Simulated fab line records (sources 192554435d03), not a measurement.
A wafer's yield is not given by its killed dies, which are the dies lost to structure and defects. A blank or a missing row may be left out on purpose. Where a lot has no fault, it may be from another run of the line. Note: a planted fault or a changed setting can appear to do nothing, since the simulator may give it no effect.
Split-lot experiment :: flow n5Finfet :: 21 wafers read from 7 lots, route of 1938 steps

## ON THE SPLIT
At N5_FIN_SAQP_HM_DEP_72 (deposits SiO2 from SiH4/N2O, target thk 12 nm, time 7.2 s), the setting timeS was moved away from the recipe's 7.2 s on 7 of the 21 wafers read, by -12.5% to +12.1%. All remaining wafers had this setting at the recipe value.

## FROM THE SPLIT TO THE READING: what the file shows between them, 3 steps
- N5_FIN_SAQP_DEVELOP_15: develop time 30 s (also split here: developTimeS)
- N5_FIN_SAQP_ETCH_52: etches SOC in N2/H2, target depth 100 nm, overetch 20 nm, time 150 s
- N5_FIN_SAQP_STRIP_53: strips in N2/H2

## THE READING
etch.depthNm (the simulator's own value, which no gauge read), in nm, at N5_FIN_SAQP_HM_OPEN_73 (chemistry CHF3/O2, target SiO2, stops on a-Si, target depth 12 nm, time 16.8 s). The file does not state a usual value for it. Average 11.87 nm, standard deviation 0.25 nm, over the 14 wafers here run with the recipe.

wafer: L078.2
tool, chamber at the split: pecvd-02, 0
timeS as run, s: 6.303
against the recipe: -12.5%
etch.depthNm, nm: 10.06
against lot-mates on the recipe: -1.60

wafer: L078.4
tool, chamber at the split: pecvd-02, 1
timeS as run, s: 7.2
against the recipe: recipe
etch.depthNm, nm: 11.56
against lot-mates on the recipe: -

wafer: L078.5
tool, chamber at the split: pecvd-02, 0
timeS as run, s: 7.2
against the recipe: recipe
etch.depthNm, nm: 11.77
against lot-mates on the recipe: -

wafer: L080.2
tool, chamber at the split: pecvd-01, 1
timeS as run, s: 7.2
against the recipe: recipe
etch.depthNm, nm: 11.52
against lot-mates on the recipe: -

wafer: L080.3
tool, chamber at the split: pecvd-01, 2
timeS as run, s: 7.2
against the recipe: recipe
etch.depthNm, nm: 11.75
against lot-mates on the recipe: -

wafer: L080.4
tool, chamber at the split: pecvd-01, 0
timeS as run, s: 7.2
against the recipe: recipe
etch.depthNm, nm: 11.9
against lot-mates on the recipe: -

wafer: L083.1
tool, chamber at the split: pecvd-04, 1
timeS as run, s: 7.2
against the recipe: recipe
etch.depthNm, nm: 11.69
against lot-mates on the recipe: -

wafer: L083.3
tool, chamber at the split: pecvd-04, 0
timeS as run, s: 7.2
against the recipe: recipe
etch.depthNm, nm: 12.25
against lot-mates on the recipe: -

wafer: L083.6
tool, chamber at the split: pecvd-04, 2
timeS as run, s: 7.2
against the recipe: recipe
etch.depthNm, nm: 12.12
against lot-mates on the recipe: -

wafer: L086.1
tool, chamber at the split: pecvd-02, 1
timeS as run, s: 8.068
against the recipe: +12.1%
etch.depthNm, nm: 12.9
against lot-mates on the recipe: +1.07

wafer: L086.5
tool, chamber at the split: pecvd-02, 1
timeS as run, s: 8.068
against the recipe: +12.1%
etch.depthNm, nm: 12.97
against lot-mates on the recipe: +1.14

wafer: L086.6
tool, chamber at the split: pecvd-02, 2
timeS as run, s: 7.2
against the recipe: recipe
etch.depthNm, nm: 11.83
against lot-mates on the recipe: -

wafer: L089.1
tool, chamber at the split: pecvd-01, 1
timeS as run, s: 7.2
against the recipe: recipe
etch.depthNm, nm: 11.52
against lot-mates on the recipe: -

wafer: L089.3
tool, chamber at the split: pecvd-01, 2
timeS as run, s: 6.904
against the recipe: -4.1%
etch.depthNm, nm: 11.46
against lot-mates on the recipe: -0.06

wafer: L089.6
tool, chamber at the split: pecvd-01, 1
timeS as run, s: 6.904
against the recipe: -4.1%
etch.depthNm, nm: 11.38
against lot-mates on the recipe: -0.14

wafer: L092.2
tool, chamber at the split: pecvd-01, 0
timeS as run, s: 7.2
against the recipe: recipe
etch.depthNm, nm: 12.07
against lot-mates on the recipe: -

wafer: L092.3
tool, chamber at the split: pecvd-01, 1
timeS as run, s: 7.2
against the recipe: recipe
etch.depthNm, nm: 11.87
against lot-mates on the recipe: -

wafer: L092.6
tool, chamber at the split: pecvd-01, 0
timeS as run, s: 7.2
against the recipe: recipe
etch.depthNm, nm: 12.36
against lot-mates on the recipe: -

wafer: L094.2
tool, chamber at the split: pecvd-01, 2
timeS as run, s: 7.2
against the recipe: recipe
etch.depthNm, nm: 11.95
against lot-mates on the recipe: -

wafer: L094.4
tool, chamber at the split: pecvd-01, 2
timeS as run, s: 7.606
against the recipe: +5.6%
etch.depthNm, nm: 12.85
against lot-mates on the recipe: +0.90

wafer: L094.6
tool, chamber at the split: pecvd-01, 1
timeS as run, s: 7.606
against the recipe: +5.6%
etch.depthNm, nm: 12.52
against lot-mates on the recipe: +0.57

THE FIT
A straight line over all 21 wafers: etch.depthNm changes by +0.113 nm for each +1% of timeS; r = +0.91; the points scatter about the line by 0.27 nm.
The same after taking each lot's own level away (the mean of its wafers on the recipe; 21 wafers): +0.102 nm for each +1%; r = +0.93; scatter 0.21 nm.
According to that fit, moving timeS by its largest amount changes the reading by 1.3 nm.
The lots' own levels span 11.520 to 12.100 nm, that is 2.3 times the standard deviation above.
So the slope is not independent of the lot-to-lot level: the two fits are not the same.
Check: with one of the wafers moved furthest among these (-12.5%) left out of the fit, the line predicts -1.05 nm for it against its lot-mates. Against them it came out at -1.6 nm.

## FURTHER SPLITS ON THESE WAFERS
Before the reading, these wafers also passed through other splits. Each is held against what the fit with the lots' levels taken away leaves over:
other split on the same wafers: N5_ZERO_LAYER_COAT_05 spinRpm
wafers away from the commonest value: 5
r with etch.depthNm (lot level and that fit taken away): -0.17

other split on the same wafers: N5_ZERO_LAYER_DEVELOP_10 developTimeS
wafers away from the commonest value: 4
r with etch.depthNm (lot level and that fit taken away): -0.28

other split on the same wafers: N5_WELL_APT_EXPOSE_22 doseMj
wafers away from the commonest value: 6
r with etch.depthNm (lot level and that fit taken away): +0.24

other split on the same wafers: N5_WELL_APT_PEB_23 pebTimeS
wafers away from the commonest value: 12
r with etch.depthNm (lot level and that fit taken away): -0.20

other split on the same wafers: N5_FIN_SAQP_DEVELOP_15 developTimeS
wafers away from the commonest value: 7
r with etch.depthNm (lot level and that fit taken away): -0.38

## THE WHOLE CHAIN: every reading that the file lists as answering this split, in the file's order
step: N5_FIN_SAQP_HM_DEP_72
what it does: deposits SiO2 from SiH4/N2O, target thk 12 nm, time 7.2 s
reading: SiO2_of_FIN_SAQP_HM_DEP_72.thkNm (the simulator's own value, which no gauge read)
change (the file's fit): +0.108 nm for each +1% of the setting
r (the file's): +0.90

step: N5_FIN_SAQP_HM_OPEN_73
what it does: chemistry CHF3/O2, target SiO2, stops on a-Si, target depth 12 nm, time 16.8 s
reading: etch.depthNm (the simulator's own value, which no gauge read)
change (the file's fit): +0.108 nm for each +1% of the setting
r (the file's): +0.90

## FILE'S OWN FIT
etch.depthNm changes by +0.108 nm for each +1% of timeS, r = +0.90.
